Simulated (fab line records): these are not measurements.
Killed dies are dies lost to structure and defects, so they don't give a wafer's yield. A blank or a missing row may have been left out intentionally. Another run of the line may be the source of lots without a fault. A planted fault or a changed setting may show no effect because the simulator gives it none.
Lot-split experiment | flow n5 finfet | 7 lots, 21 wafers read, on a route of 1938 steps

ABOUT THE SPLIT
At N5_BEOL_M0_SAQP_PECVD_96 (deposits a-Si from SiH4/He, target thk 45 nm, time 45.2 s), the setting time s was moved away from the recipe's 45.2 s on 4 of the 21 wafers read, by -7.7% to +4.1%. For the rest of the wafers, this setting stayed at what the recipe calls for.

FROM THE SPLIT TO THE READING: what the file shows between them, 11 steps
- N5_BEOL_M0_SAQP_SPACER1_ALD_98: deposits SiO2, target thk 12.8 nm, pulse time 1 s, purge time 2 s (also split here: ald cycles)
- N5_BEOL_M0_SAQP_SPACER1_ETCHBACK_99: etches SiO2 in CHF3/O2, target depth 15.4 nm, time 7.7 s
- N5_BEOL_M0_SAQP_MANDREL1_REMOVE_100: chemistry HBr/Cl2/O2, target a-Si, stops on SiNx, bt time 10 s
- N5_BEOL_M0_SAQP_CD_MEAS_25: target cd 13.1 nm
- N5_BEOL_M0_SAQP_ETCH_101: etches SiNx in CH3F/O2, target depth 29.9 nm, time 42.7 s
- N5_BEOL_M0_SAQP_ETCH_102: etches SiO2 in CF4, target depth 4 nm, time 4.4 s
- N5_BEOL_M0_SAQP_MANDREL_ETCH_103: etches a-Si in HBr/Cl2, stops on SiCN, target depth 45 nm, bt time 10 s, time 27 s
- N5_BEOL_M0_SAQP_RECESS_104: chemistry HF/NH3, target SiO2, target depth 18 nm, afs cycles 3, sublimation time 60 s
- N5_BEOL_M0_SAQP_COAT_105: time 60 s, resist thk 100 nm
- N5_BEOL_M0_SAQP_RECESS_109: chemistry HF/NH3, target SiO2, target depth 3 nm, afs cycles 1, sublimation time 60 s
- N5_BEOL_M0_SAQP_SPACER2_ALD_26: deposits SiO2, target thk 15 nm, pulse time 1 s, purge time 2 s

THE READING
a-Si_of_BEOL_M0_SAQP_PECVD_96.thk nm (the simulator's own value, which no gauge read), in nm, at N5_BEOL_M0_SAQP_SPACER2_ETCHBACK_27 (etches SiO2 in CHF3/O2, target depth 22.5 nm, time 11.25 s). There is no usual value for it anywhere in the file. The 17 wafers here that ran the recipe average 42.8 nm, standard deviation 0.69 nm.

wafer  | tool, chamber at the split | time s as run, s | against the recipe | a-Si_of_BEOL_M0_SAQP_PECVD_96.thk nm, nm | against lot-mates on the recipe
L078.1 | pecvd-04, 2                | 45.2             | recipe             | 41.2                                     | -
L078.3 | pecvd-04, 1                | 45.2             | recipe             | 42.4                                     | -
L078.6 | pecvd-04, 2                | 45.2             | recipe             | 42.8                                     | -
L079.2 | pecvd-02, 0                | 45.2             | recipe             | 42.8                                     | -
L079.3 | pecvd-02, 2                | 45.2             | recipe             | 42.4                                     | -
L079.5 | pecvd-02, 0                | 46.95            | +3.9%              | 44.6                                     | +2.0
L082.2 | pecvd-03, 2                | 45.2             | recipe             | 42.4                                     | -
L082.3 | pecvd-03, 0                | 47.06            | +4.1%              | 44.8                                     | +1.9
L082.4 | pecvd-03, 0                | 45.2             | recipe             | 43.4                                     | -
L091.1 | pecvd-02, 1,0              | 45.2             | recipe             | 42                                       | -
L091.2 | pecvd-02, 1,0              | 45.2             | recipe             | 42                                       | -
L091.6 | pecvd-02, 0                | 45.2             | recipe             | 42.8                                     | -
L094.1 | pecvd-03, 0                | 41.74            | -7.7%              | 39.2                                     | -4.4
L094.4 | pecvd-03, 0                | 45.2             | recipe             | 43.6                                     | -
L094.5 | pecvd-03, 1                | 41.74            | -7.7%              | 40.2                                     | -3.4
L095.1 | pecvd-02, 1                | 45.2             | recipe             | 42.4                                     | -
L095.2 | pecvd-02, 0                | 45.2             | recipe             | 43.2                                     | -
L095.6 | pecvd-02, 1                | 45.2             | recipe             | 43.4                                     | -
L097.2 | pecvd-02, 2                | 45.2             | recipe             | 42.8                                     | -
L097.4 | pecvd-02, 1                | 45.2             | recipe             | 43.6                                     | -
L097.5 | pecvd-02, 2                | 45.2             | recipe             | 44                                       | -
The file does not say which wafer passed through which chamber wherever a row lists several chambers: such a row stands for several wafers.

THE FIT
A straight line over all 21 wafers: a-Si_of_BEOL_M0_SAQP_PECVD_96.thk nm changes by +0.421 nm for each +1% of time s; r = +0.87; the points scatter about the line by 0.68 nm.
The same after taking each lot's own level away (the mean of its wafers on the recipe; 21 wafers): +0.504 nm for each +1%; r = +0.95; scatter 0.47 nm.
Per that fit: largest time s move, reading shift of 3.9 nm.
The lots' own levels span 42.13 to 43.60 nm, that is 2.1 times the standard deviation above.
Hence the slope depends on the lot-to-lot level, as the two fits are not the same.
Check: -3.5 nm against its lot-mates is what the line predicts for one of the wafers moved furthest among these (-7.7%) when that wafer is left out of the fit. Against them it came out at -4.4 nm.

OTHER SPLITS ON THESE WAFERS
Other splits were also applied to these wafers ahead of the reading. Each is held against what the fit with the lots' levels taken away leaves over:
other split on the same wafers            | wafers away from the commonest value | r with a-Si_of_BEOL_M0_SAQP_PECVD_96.thk nm (lot level and that fit taken away)
N5_GATE_CUT_EXPOSE_10 dose mj             | 5                                    | -0.17
N5_MOL_CONTACT_COAG_ALD_131 ald cycles    | 6                                    | -0.34
N5_BEOL_M0_SAQP_SPACER1_ALD_98 ald cycles | 6                                    | -0.07

THE WHOLE CHAIN: every reading that the file lists as answering this split, in the file's order
step                                | what it does                                                                       | reading                                                                               | change (the file's fit)               | r (the file's)
N5_BEOL_M0_SAQP_PECVD_96            | deposits a-Si from SiH4/He, target thk 45 nm, time 45.2 s                          | a-Si_of_BEOL_M0_SAQP_PECVD_96.thk nm (the simulator's own value, which no gauge read) | +0.514 nm for each +1% of the setting | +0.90
N5_BEOL_M0_SAQP_MANDREL_ETCH_103    | etches a-Si in HBr/Cl2, stops on SiCN, target depth 45 nm, bt time 10 s, time 27 s | etch.depth nm (the simulator's own value, which no gauge read)                        | +0.504 nm for each +1% of the setting | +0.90
N5_BEOL_M0_SAQP_SPACER2_ETCHBACK_27 | etches SiO2 in CHF3/O2, target depth 22.5 nm, time 11.25 s                         | a-Si_of_BEOL_M0_SAQP_PECVD_96.thk nm (the simulator's own value, which no gauge read) | +0.502 nm for each +1% of the setting | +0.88

FILE'S OWN FIT
a-Si_of_BEOL_M0_SAQP_PECVD_96.thk nm changes by +0.502 nm for each +1% of time s, r = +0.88.
